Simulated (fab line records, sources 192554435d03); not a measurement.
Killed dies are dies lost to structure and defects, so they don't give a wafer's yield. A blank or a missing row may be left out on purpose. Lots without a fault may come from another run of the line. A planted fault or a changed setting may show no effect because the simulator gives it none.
fab line records | flow n5_finfet
record lots=10 wafers=25 last_day=16
route steps=1938 shown BEOL_M4@1111 BEOL_M13@1690 PASSIVATION@1936
lots that met no fault: from a run of the same line without faults
start_h: hours from the record's first day to the start of the lot's first wafer shown | wait_h: hours since the lot's step before | " the same as in the row above | L1.1+2: a row that stands for several wafers | - no value, or no start given | * or withheld: withheld | < > ~ a bound
route shown NAME@n: a module of which the file shows steps, and the number in the route of the first | usual: mean/standard deviation of fault-free wafers | same: alike in all rows | chamber/n: place in a boat | sites: the reading at each site | _std_site: their standard deviation | _edge_site: outer sites' mean less inner sites' | radius_mm: how far each site lies from the wafer's centre | mask NAME#n: copy n | behind: the tool/chamber that last shaped the wafer | hold: why the lot was held/for how many hours/how that ended | device: the transistor (n, p or np) that didn't switch | end of line: the same wafers' tests at the end of the route | a step without rows: its recipe alone | killed: dies lost to structure and defects at the first sort, not the wafer's yield | map: a wafer's dies, x killed, . not, _ none there
set.NAME: the setting as run; set.NAME@STEP: as run at that earlier step | model.NAME: the simulator's own value behind a step, which no gauge read
steps of the route over a sample of lots; a table a step, a row a wafer
services: from which hour (start_h, from the record's first day; less than 0 if before it) a tool's chamber was out of use, for how many hours, and why
## steps
# step N5_BEOL_M4_RC_MEAS_101
# usual DIBL_N=36.3/1.6 DIBL_P=36.2/2.1 IOFF_N=0.16/0.031 IOFF_P=0.21/0.034 ION_N=673/11 ION_P=461/7.4 SS_N=71.6/0.55 SS_P=73.3/0.66 VT_N=251/3.2 VT_P=-251/3.5
# columns lot.wafer tool chamber start_h wait_h DIBL_N[mV/V] DIBL_P[mV/V] IOFF_N[nA/um] IOFF_P[nA/um] ION_N[uA/um] ION_P[uA/um] SS_N[mV/dec] SS_P[mV/dec] VT_N[mV] VT_P[mV]
L734.2 prober-02 0 157.00 0.2 36.6 35.7 0.16 0.23 678 469 72.4 73.7 250 -252
L734.3 " 0 " " 34.4 33.3 0.13 0.19 683 473 71.6 73.3 252 -250
L736.2 prober-02 0 163.25 0.2 33.4 33.4 0.12 0.15 664 452 70.8 72.9 258 -254
L736.6 " 0 " " 35.0 36.1 0.15 0.20 661 453 71.6 73.3 249 -251
L737.2 prober-01 0 180.04 0.2 37.1 37.1 0.18 0.21 673 458 72.1 74.2 248 -250
L737.5 " 0 " " 34.0 33.1 0.12 0.16 648 447 71.8 72.7 254 -255
L737.6 " 0 " " 35.2 35.2 0.15 0.18 679 456 72.0 73.1 250 -254
L739.3 prober-01 0 188.45 0.3 34.0 34.1 0.12 0.20 665 465 70.5 73.1 253 -249
L739.5 " 0 " " 35.5 35.7 0.15 0.21 666 461 70.8 73.2 251 -247
L739.6 " 0 " " 32.7 32.4 0.11 0.18 669 468 70.6 72.9 256 -252
L741.4 prober-01 0 205.19 0.5 34.9 34.1 0.12 0.17 655 452 70.8 72.7 253 -255
L741.6 " 0 " " 36.1 35.5 0.14 0.18 669 454 71.9 72.6 255 -254
L747.2 prober-01 0 236.46 0.2 37.8 37.6 0.15 0.21 675 460 72.0 73.3 252 -253
L747.6 " 0 " " 36.2 36.6 0.14 0.18 660 453 71.2 73.5 251 -256
L750.1 prober-02 0 245.44 0.0 37.3 38.7 0.19 0.27 687 475 71.9 73.0 245 -241
L750.4 " 0 " " 33.8 33.8 0.12 0.20 680 476 70.7 72.2 252 -248
L751.1 prober-02 0 253.81 0.0 36.2 33.6 0.13 0.19 663 451 71.1 72.5 253 -255
L751.3 " 0 " " 38.6 36.5 0.18 0.23 679 464 71.7 73.8 252 -248
L751.4 " 0 " " 35.8 33.4 0.13 0.19 653 456 71.4 73.3 253 -254
L753.1 prober-01 0 268.94 0.0 36.5 37.0 0.16 0.20 669 462 72.3 73.6 251 -249
L753.5 " 0 " " 36.2 36.8 0.15 0.20 665 460 71.2 73.7 251 -251
L753.6 " 0 " " 35.5 34.7 0.13 0.17 661 452 71.5 73.0 256 -253
L756.2 prober-01 0 295.65 0.2 34.2 32.7 0.10 0.14 656 455 70.4 71.8 257 -254
L756.3 " 0 " " 37.2 37.0 0.15 0.19 667 456 71.2 72.6 251 -253
L756.4 " 0 " " 36.9 36.4 0.14 0.19 666 463 71.6 72.9 252 -255
# step N5_BEOL_M13_OVL_MEAS_29
# recipe points_per_wafer=44
# usual M13_OVL=-5/5.5
# columns lot.wafer tool chamber start_h wait_h M13_OVL[nm]
L734.2 overlay-01 0 225.11 0.1 -8
L734.3 " 0 " " -8
L736.2 overlay-02 0 231.45 0.0 -12
L736.6 " 0 " " -10
L737.2 overlay-02 0 247.83 0.0 -7
L737.5 " 0 " " 0
L737.6 " 0 " " -11
L739.3 overlay-02 0 255.87 0.0 -2
L739.5 " 0 " " 0
L739.6 " 0 " " 1
L741.4 overlay-01 0 269.02 0.0 -4
L741.6 " 0 " " -4
L747.2 overlay-02 0 299.88 0.0 1
L747.6 " 0 " " 4
L750.1 overlay-02 0 310.20 0.0 -23
L750.4 " 0 " " -18
L751.1 overlay-02 0 316.73 0.0 4
L751.3 " 0 " " -8
L751.4 " 0 " " 3
L753.1 overlay-01 0 329.01 0.0 1
L753.5 " 0 " " 0
L753.6 " 0 " " -3
L756.2 overlay-02 0 356.54 0.0 -3
L756.3 " 0 " " -3
L756.4 " 0 " " -9
# step N5_BEOL_M13_OCD_MEAS_35
# usual trench_depth_nm=411/5.3
# columns lot.wafer tool chamber start_h wait_h trench_depth_nm
L734.2 ocd-02 - 225.74 0.0 405
L734.3 " - " " 401
L736.2 ocd-01 - 232.13 0.0 414
L736.6 " - " " 410
L737.2 ocd-02 - 248.47 0.0 411
L737.5 " - " " 411
L737.6 " - " " 403
L739.3 ocd-01 - 256.51 0.0 408
L739.5 " - " " 416
L739.6 " - " " 410
L741.4 ocd-02 - 269.66 0.0 409
L741.6 " - " " 410
L747.2 ocd-01 - 300.71 0.0 405
L747.6 " - " " 409
L750.1 ocd-02 - 310.99 0.0 411
L750.4 " - " " 409
L751.1 ocd-01 - 317.36 0.0 415
L751.3 " - " " 413
L751.4 " - " " 410
L753.1 ocd-01 - 329.65 0.0 409
L753.5 " - " " 412
L753.6 " - " " 413
L756.2 ocd-01 - 357.18 0.0 418
L756.3 " - " " 408
L756.4 " - " " 409
# step N5_BEOL_M13_SPUTTER_45
# recipe material=Cu target_thk_a=800 temp_c=-20 bias_v=60 power_w=26000 chamber_pressure_pa=0.13 time_s=13.33
# usual throttle_valve_pct=29.5/1.2
# columns lot.wafer tool chamber start_h wait_h throttle_valve_pct
L734.2 pvd_sputter-01 - 226.33 0.0 30.3
L734.3 " - " " 28.6
L736.2 pvd_sputter-01 - 233.40 0.0 29.5
L736.6 " - " " 28.0
L737.2 pvd_sputter-03 - 250.63 0.0 32.2
L737.5 " - " " 32.0
L737.6 " - " " 29.3
L739.3 pvd_sputter-03 - 259.32 0.0 29.8
L739.5 " - " " 28.6
L739.6 " - " " 32.1
L741.4 pvd_sputter-01 - 270.88 0.0 30.6
L741.6 " - " " 28.0
L747.2 pvd_sputter-02 - 301.45 0.0 28.5
L747.6 " - " " 31.1
L750.1 pvd_sputter-01 - 312.84 0.0 27.9
L750.4 " - " " 29.6
L751.1 pvd_sputter-03 - 322.55 0.0 28.8
L751.3 " - " " 32.0
L751.4 " - " " 32.0
L753.1 pvd_sputter-03 - 331.01 0.0 29.8
L753.5 " - " " 32.0
L753.6 " - " " 28.7
L756.2 pvd_sputter-01 - 359.80 0.0 27.8
L756.3 " - " " 30.5
L756.4 " - " " 28.6
# step N5_BEOL_M13_CMP_49
# recipe stop_on=SiOC t_overpolish_s=17.1 down_force_psi=1 platen_rpm=50 clearing_platen_down_force_psi=1.5 clearing_platen_rpm=50 post_cmp_clean=cu_alkaline target_thk_nm=420 clearing_platen_pad_velocity_m_s=0.99484 pad_velocity_m_s=0.99484
# usual barrier_field_endpoint_s=30.0/0.76 motor_current_A=6.1/0.63 overpolish_run_s=17.098/0.0084
# columns lot.wafer tool chamber start_h wait_h barrier_field_endpoint_s motor_current_A overpolish_run_s
L734.3 cmp-01 3 226.98 0.2 30.8 5.7 17.115
L734.2 " 0 " " 28.6 5.6 17.096
L736.2 cmp-04 2 234.09 0.3 30.1 5.5 17.117
L736.6 " 3 " " 29.7 7.0 17.096
L737.2 cmp-01 2 251.86 0.3 30.8 7.1 17.095
L737.5 " 0 " " 30.0 5.3 17.101
L737.6 " 1 " " 30.0 5.9 17.105
L739.3 cmp-02 2 259.98 0.2 30.7 5.5 17.096
L739.6 " 1 " " 30.6 4.8 17.091
L739.5 " 2 " " 31.1 5.5 17.101
L741.4 cmp-04 3 271.53 0.2 29.1 6.9 17.098
L741.6 " 1 " " 29.6 6.4 17.091
L747.2 cmp-04 0 302.10 0.3 59.0 6.2 2.509
L747.6 " 3 " " 30.4 6.6 17.102
L750.4 cmp-04 2 313.64 0.1 61.1 5.8 0.355
L750.1 " 0 " " 29.6 6.0 17.088
L751.4 cmp-04 3 323.54 0.1 59.9 7.0 1.625
L751.1 " 0 " " 30.7 5.9 17.090
L751.3 " 1 " " 30.2 6.4 17.104
L753.1 cmp-01 2 331.86 0.5 31.3 6.9 17.089
L753.5 " 2 " " 31.1 7.2 17.099
L753.6 " 3 " " 31.5 5.8 17.097
L756.2 cmp-01 2 360.38 0.2 31.1 7.1 17.086
L756.3 " 3 " " 30.8 6.0 17.100
L756.4 " 0 " " 30.0 5.2 17.104
# step N5_BEOL_M13_THK_MEAS_50
# recipe thk_meas_gauge=xrf reads=Cu_of_BEOL_M13_ECD_47
# usual M13_THK=421/5.8
# columns lot.wafer tool chamber start_h wait_h M13_THK[nm]
L734.2 film_metro-01 - 227.21 - 413
L734.3 " - " " 409
L736.2 film_metro-02 - 234.27 - 425
L736.6 " - " " 421
L737.2 film_metro-02 - 252.08 - 426
L737.5 " - " " 426
L737.6 " - " " 418
L739.3 film_metro-02 - 260.24 - 415
L739.5 " - " " 422
L739.6 " - " " 414
L741.4 film_metro-01 - 271.76 - 420
L741.6 " - " " 420
L747.2 film_metro-02 - 302.32 - 792
L747.6 " - " " 421
L750.1 film_metro-02 - 313.93 - 419
L750.4 " - " " 821
L751.1 film_metro-02 - 323.83 - 426
L751.3 " - " " 424
L751.4 " - " " 787
L753.1 film_metro-02 - 332.15 - 422
L753.5 " - " " 422
L753.6 " - " " 423
L756.2 film_metro-01 - 360.68 - 429
L756.3 " - " " 418
L756.4 " - " " 420
# step N5_BEOL_M13_INSPECT_55
# recipe inspect_instrument=darkfield mode=post_dep
# usual raw_defect_count=69/23
# columns lot.wafer tool chamber start_h wait_h raw_defect_count
L734.2 defect_inspect-02 - 227.36 0.0 82
L734.3 " - " " 76
L736.2 defect_inspect-01 - 234.42 0.0 52
L736.6 " - " " 57
L737.2 defect_inspect-02 - 252.24 0.0 111
L737.5 " - " " 76
L737.6 " - " " 100
L739.3 defect_inspect-01 - 260.39 0.0 61
L739.5 " - " " 84
L739.6 " - " " 108
L741.4 defect_inspect-01 - 271.94 0.0 55
L741.6 " - " " 77
L747.2 defect_inspect-02 - 302.48 0.0 3102
L747.6 " - " " 53
L750.1 defect_inspect-02 - 314.09 0.0 61
L750.4 " - " " 3006
L751.1 defect_inspect-02 - 324.02 0.0 52
L751.3 " - " " 40
L751.4 " - " " 3173
L753.1 defect_inspect-01 - 332.31 0.0 90
L753.5 " - " " 73
L753.6 " - " " 46
L756.2 defect_inspect-02 - 360.84 0.0 72
L756.3 " - " " 46
L756.4 " - " " 85
# step N5_PASSIVATION_PROBE_49
# usual defect_limited_yield=91.5/1.5 killed_at_M0_to_M3=32/9.4 killed_at_M4_up=12/5.1 killed_at_contacts=11/7.4 killed_at_front_end=41/11 killed_at_other=3.4/2.5 killed_dies=100/17 killed_on_rim=13/4.4 killed_open=65/14 killed_short=33/7 sort_bin_5_function=4.9/0.96 sort_bin_6_memory=3.1/0.7 sort_bin_8_speed=0.00/0.01 sort_n_pass=1080/17 sort_yield_pct=91.5/1.5
# same gross_dies=1180 killed_at_back_side=0 sort_bin_4_leakage[%]=0
# columns lot.wafer tool chamber start_h wait_h defect_limited_yield[%] killed_at_M0_to_M3 killed_at_M4_up killed_at_contacts killed_at_front_end killed_at_other killed_dies killed_on_rim killed_open killed_short sort_bin_5_function[%] sort_bin_6_memory[%] sort_bin_8_speed[%] sort_n_pass sort_yield_pct[%]
L734.2 prober-02 - 251.39 0.1 92.2 22 9 13 42 6 92 15 64 28 4.8 2.8 0 1088 92.2
L734.3 prober-02 - 251.44 0.1 91.8 19 15 10 47 6 97 8 59 35 4.6 3.4 0 1083 91.8
L736.2 prober-01 - 255.74 0.1 93.4 26 13 9 27 3 78 6 48 28 3.6 2.8 0 1102 93.4
L736.6 prober-01 - 255.94 0.3 92.1 35 6 10 37 5 93 12 64 29 4.7 3.0 0 1087 92.1
L737.2 prober-01 - 278.61 0.1 88.9 25 13 38 52 3 131 23 89 40 6.9 3.7 0 1049 88.9
L737.5 prober-01 - 278.76 0.2 91.3 28 24 8 43 0 103 15 59 38 5.2 2.5 0.08 1076 91.2
L737.6 prober-01 - 278.81 0.3 92.8 14 14 17 38 2 85 7 55 28 4.1 3.0 0 1095 92.8
L739.3 prober-01 - 285.71 0.1 88.2 27 12 42 54 4 139 25 102 37 7.2 3.9 0 1041 88.2
L739.5 prober-01 - 285.81 0.2 90.5 33 17 21 33 8 112 14 91 20 5.5 3.7 0 1068 90.5
L739.6 prober-01 - 285.86 0.3 89.2 38 17 34 31 7 127 14 83 44 5.8 4.5 0 1053 89.2
L741.4 prober-02 - 297.76 0.2 89.3 35 25 13 46 7 126 14 81 45 7.4 3.1 0 1054 89.3
L741.6 prober-02 - 297.86 0.3 92.0 25 12 8 44 5 94 14 62 24 4.2 3.0 0 1086 92.0
L747.2 prober-01 - 326.44 0.1 0 50 1067 10 41 12 1180 152 68 58 6.1 4.4 0 0 0
L747.6 prober-01 - 326.64 0.3 91.5 38 10 13 38 1 100 9 68 21 4.9 2.5 0 1080 91.5
L750.1 prober-02 - 342.71 0.0 93.7 18 8 7 40 1 74 13 43 30 3.7 2.4 0 1106 93.7
L750.4 prober-02 - 342.86 0.2 0 29 1111 5 34 1 1180 152 57 28 4.5 2.6 0 0 0
L751.1 prober-02 - 350.99 0.0 91.8 50 12 4 27 4 97 11 57 34 5.1 2.4 0 1083 91.8
L751.3 prober-02 - 351.09 0.1 92.2 32 17 11 24 8 92 11 59 31 3.9 3.9 0 1088 92.2
L751.4 prober-02 - 351.14 0.2 0 44 1099 7 26 4 1180 152 60 30 4.5 2.9 0 0 0
L753.1 prober-02 - 355.34 0.0 90.1 53 11 2 45 6 117 18 77 40 5.1 4.6 0 1063 90.1
L753.5 prober-02 - 355.54 0.2 91.6 33 21 10 28 7 99 15 71 28 5.1 3.1 0 1081 91.6
L753.6 prober-02 - 355.59 0.3 92.3 41 17 4 26 3 91 9 58 33 4.6 2.6 0 1089 92.3
# killed by level:class
L734.2 STI_FIN_REVEAL:geometric_particle:open=16 MOL_CONTACT_COAG:geometric_particle:open=11 BEOL_M0_SAQP:geometric_particle:open=6 BEOL_M3:geometric_particle:open=5 BEOL_M0_SAQP:geometric_particle:short=5 FIN_SAQP:geometric_particle:open=4 BEOL_M2:geometric_particle:open=4 BEOL_M4:geometric_particle:open=4
L734.3 FIN_SAQP:geometric_particle:short=12 STI_FIN_REVEAL:geometric_particle:open=9 FIN_SAQP:geometric_particle:open=7 BEOL_M3:geometric_particle:open=7 MOL_CONTACT_COAG:geometric_particle:short=5 BEOL_M2:geometric_particle:open=5 BEOL_M5:geometric_particle:open=5 ILD0:geometric_particle:short=4
L736.2 BEOL_M2:geometric_particle:open=8 DUMMY_GATE:geometric_particle:open=5 MOL_CONTACT_COAG:geometric_particle:open=5 BEOL_M1:geometric_particle:open=5 STI_FIN_REVEAL:geometric_particle:open=4 MOL_CONTACT_COAG:geometric_particle:short=4 BEOL_M4:geometric_particle:open=4 FIN_SAQP:geometric_particle:short=3
L736.6 BEOL_M2:geometric_particle:open=15 MOL_CONTACT_COAG:geometric_particle:open=9 DUMMY_GATE:geometric_particle:open=7 BEOL_M0_SAQP:geometric_particle:short=7 BEOL_M1:geometric_particle:open=7 ILD0:geometric_particle:short=6 STARTING-WAFER:geometric_particle:open=6 STI_FIN_REVEAL:geometric_particle:open=4
L737.2 MOL_CONTACT_COAG:geometric_particle:open=30 FIN_SAQP:geometric_particle:short=11 STI_FIN_REVEAL:geometric_particle:open=10 FIN_SAQP:geometric_particle:open=9 MOL_CONTACT_COAG:geometric_particle:short=8 BEOL_M0_SAQP:geometric_particle:short=7 DUMMY_GATE:geometric_particle:open=6 BEOL_M0_SAQP:geometric_particle:open=5
L737.5 BEOL_M4:geometric_particle:open=11 FIN_SAQP:geometric_particle:short=7 STI_FIN_REVEAL:geometric_particle:open=6 HKMG_FIN:area_etch=6 FIN_SAQP:geometric_particle:open=5 BEOL_M0_SAQP:geometric_particle:open=5 BEOL_M3:geometric_particle:open=5 MOL_CONTACT_COAG:geometric_particle:open=5
L737.6 MOL_CONTACT_COAG:geometric_particle:open=15 STI_FIN_REVEAL:geometric_particle:open=8 GATE_CUT:geometric_particle:short=5 BEOL_M0_SAQP:geometric_particle:short=5 BEOL_M0_SAQP:geometric_particle:open=5 FIN_SAQP:geometric_particle:open=4 GATE_CUT:geometric_particle:open=4 STARTING-WAFER:geometric_particle:open=4
L739.3 MOL_CONTACT_COAG:geometric_particle:open=31 STI_FIN_REVEAL:geometric_particle:open=13 MOL_CONTACT_COAG:geometric_particle:short=11 DUMMY_GATE:geometric_particle:open=9 GATE_CUT:geometric_particle:short=7 FIN_SAQP:geometric_particle:open=6 BEOL_M3:geometric_particle:open=6 GATE_CUT:geometric_particle:open=5
L739.5 MOL_CONTACT_COAG:geometric_particle:open=21 STI_FIN_REVEAL:geometric_particle:open=17 BEOL_M3:geometric_particle:open=11 BEOL_M4:geometric_particle:open=10 BEOL_M0_SAQP:geometric_particle:short=6 BEOL_M0_SAQP:geometric_particle:open=6 BEOL_M2:geometric_particle:open=6 BEOL_M4:geometric_particle:short=4
L739.6 MOL_CONTACT_COAG:geometric_particle:open=21 MOL_CONTACT_COAG:geometric_particle:short=13 BEOL_M0_SAQP:geometric_particle:short=12 BEOL_M2:geometric_particle:open=11 BEOL_M0_SAQP:geometric_particle:open=8 STI_FIN_REVEAL:geometric_particle:open=7 BEOL_M4:geometric_particle:open=6 STARTING-WAFER:geometric_particle:short=6
L741.4 FIN_SAQP:geometric_particle:short=13 STI_FIN_REVEAL:geometric_particle:open=13 BEOL_M4:geometric_particle:open=13 MOL_CONTACT_COAG:geometric_particle:open=10 BEOL_M0_SAQP:geometric_particle:short=8 BEOL_M3:geometric_particle:open=7 BEOL_M1:geometric_particle:open=6 FIN_SAQP:geometric_particle:open=5
L741.6 BEOL_M3:geometric_particle:open=13 MOL_CONTACT_COAG:geometric_particle:open=8 FIN_SAQP:geometric_particle:short=5 FIN_SAQP:geometric_particle:open=5 HKMG_FIN:area_etch=5 SPACER0:geometric_particle:short=4 BEOL_M4:geometric_particle:open=4 STI_FIN_REVEAL:geometric_particle:open=3
L747.2 BEOL_M13:area_cmp=1054 BEOL_M0_SAQP:geometric_particle:short=15 FIN_SAQP:geometric_particle:short=13 BEOL_M0_SAQP:geometric_particle:open=11 FIN_SAQP:geometric_particle:open=9 MOL_CONTACT_COAG:geometric_particle:open=8 BEOL_M3:geometric_particle:short=8 BEOL_M3:geometric_particle:open=6
L747.6 MOL_CONTACT_COAG:geometric_particle:open=12 HKMG_FIN:area_etch=11 BEOL_M0_SAQP:geometric_particle:open=9 STI_FIN_REVEAL:geometric_particle:open=8 BEOL_M1:geometric_particle:open=8 BEOL_M4:geometric_particle:open=8 BEOL_M0_SAQP:geometric_particle:short=7 BEOL_M3:geometric_particle:open=7
L750.1 BEOL_M2:geometric_particle:open=9 STARTING-WAFER:geometric_particle:short=7 GATE_CUT:geometric_particle:short=7 STI_FIN_REVEAL:geometric_particle:open=6 MOL_CONTACT_COAG:geometric_particle:open=5 DUMMY_GATE:geometric_particle:open=4 FIN_SAQP:geometric_particle:short=3 FIN_SAQP:geometric_particle:open=3
L750.4 BEOL_M13:area_cmp=1093 GATE_CUT:geometric_particle:short=11 BEOL_M4:geometric_particle:open=11 BEOL_M2:geometric_particle:open=10 GATE_CUT:geometric_particle:open=7 BEOL_M0_SAQP:geometric_particle:open=6 STI_FIN_REVEAL:geometric_particle:open=5 MOL_CONTACT_COAG:geometric_particle:open=4
L751.1 BEOL_M0_SAQP:geometric_particle:short=15 BEOL_M0_SAQP:geometric_particle:open=11 BEOL_M4:geometric_particle:open=7 BEOL_M1:geometric_particle:open=6 HKMG_FIN:area_etch=6 STI_FIN_REVEAL:geometric_particle:open=5 BEOL_M3:geometric_particle:open=5 MOL_CONTACT_COAG:geometric_particle:open=4
L751.3 BEOL_M0_SAQP:geometric_particle:open=12 BEOL_M3:geometric_particle:open=11 FIN_SAQP:geometric_particle:short=7 MOL_CONTACT_COAG:geometric_particle:open=7 PAD_METAL:geometric_particle:short=7 FIN_SAQP:geometric_particle:open=6 BEOL_M5:geometric_particle:open=5 MOL_CONTACT_COAG:geometric_particle:short=4
L751.4 BEOL_M13:area_cmp=1088 BEOL_M1:geometric_particle:open=16 FIN_SAQP:geometric_particle:short=8 BEOL_M3:geometric_particle:open=8 MOL_CONTACT_COAG:geometric_particle:open=6 BEOL_M0_SAQP:geometric_particle:open=6 FIN_SAQP:geometric_particle:open=5 BEOL_M0_SAQP:geometric_particle:short=5
L753.1 BEOL_M0_SAQP:geometric_particle:short=18 BEOL_M0_SAQP:geometric_particle:open=14 FIN_SAQP:geometric_particle:open=11 STI_FIN_REVEAL:geometric_particle:open=9 BEOL_M3:geometric_particle:open=7 BEOL_M1:geometric_particle:open=6 BEOL_M2:geometric_particle:open=6 FIN_SAQP:geometric_particle:short=5
L753.5 MOL_CONTACT_COAG:geometric_particle:open=9 BEOL_M4:geometric_particle:open=8 BEOL_M1:geometric_particle:open=7 BEOL_M3:geometric_particle:open=7 BEOL_M0_SAQP:geometric_particle:open=6 FIN_SAQP:geometric_particle:short=4 FIN_SAQP:geometric_particle:open=4 DUMMY_GATE:geometric_particle:open=4
L753.6 BEOL_M0_SAQP:geometric_particle:open=12 BEOL_M1:geometric_particle:open=9 BEOL_M3:geometric_particle:open=6 BEOL_M4:geometric_particle:open=6 FIN_SAQP:geometric_particle:short=5 FIN_SAQP:geometric_particle:open=5 MOL_CONTACT_COAG:geometric_particle:open=4 BEOL_M0_SAQP:geometric_particle:short=4
## services
# columns tool chamber start_h hours kind
cmp-02 - 204.59 - consumable_replace:conditioner
cmp-02 - 204.59 - consumable_replace:pad
cmp-02 - 237.54 0.3 repair
cmp-01 - 246.07 4.0 pm
cmp-01 - 250.07 - consumable_replace:conditioner
cmp-01 - 250.07 - consumable_replace:pad
cmp-01 - 266.75 7.0 pm
cmp-01 - 275.51 1.6 repair
pvd_sputter-02 - 284.61 5.1 repair
cmp-04 - 316.37 0.6 repair
cmp-04 - 351.75 4.9 pm
cmp-02 - 358.16 3.7 pm
## key
first_sign step=N5_BEOL_M13_CMP_49 reading=overpolish_run_s direction=down sigmas=99+ usual=17.098 struck=1.496
effect step=N5_BEOL_M13_CMP_49 reading=barrier_field_endpoint_s direction=up sigmas=40 usual=30.0 struck=60.0
effect step=N5_BEOL_M13_THK_MEAS_50 reading=M13_THK direction=up sigmas=65 usual=421 struck=800
effect step=N5_BEOL_M13_INSPECT_55 reading=raw_defect_count direction=up sigmas=99+ usual=69 struck=3094
effect step=N5_PASSIVATION_PROBE_49 reading=killed_at_M4_up direction=up sigmas=99+ usual=12 struck=1092
more_kills_born_at N5_BEOL_M13_CMP_49@cmp-04=3235
met_at N5_BEOL_M13_CMP_49
struck_lots L747,L750,L751
struck_wafers L747.2,L750.4,L751.4
later_rows_left_out L747.2,L750.4,L751.4
baseline_loss step=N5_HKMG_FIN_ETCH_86 wafers=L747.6
not_acting_at N5_BEOL_M13_OVL_MEAS_29,N5_BEOL_M13_OCD_MEAS_35,N5_BEOL_M13_SPUTTER_45
onset_between 271.53 302.10
fault kind=process_parameter_drift tool=cmp-04 chamber=- onset_h=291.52 steps=N5_BEOL_M13_CMP_49 channel=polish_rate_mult offset=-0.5 shape=step end_h=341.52 scope=struck_wafers_only
# later_rows_left_out: the simulator's readings of these wafers behind a module that went badly wrong aren't trusted and aren't shown, but for the sort
# baseline_loss: these wafers lose ten dies or more at that step, a loss of the line's own and not of a fault; the sort's usual values leave them out
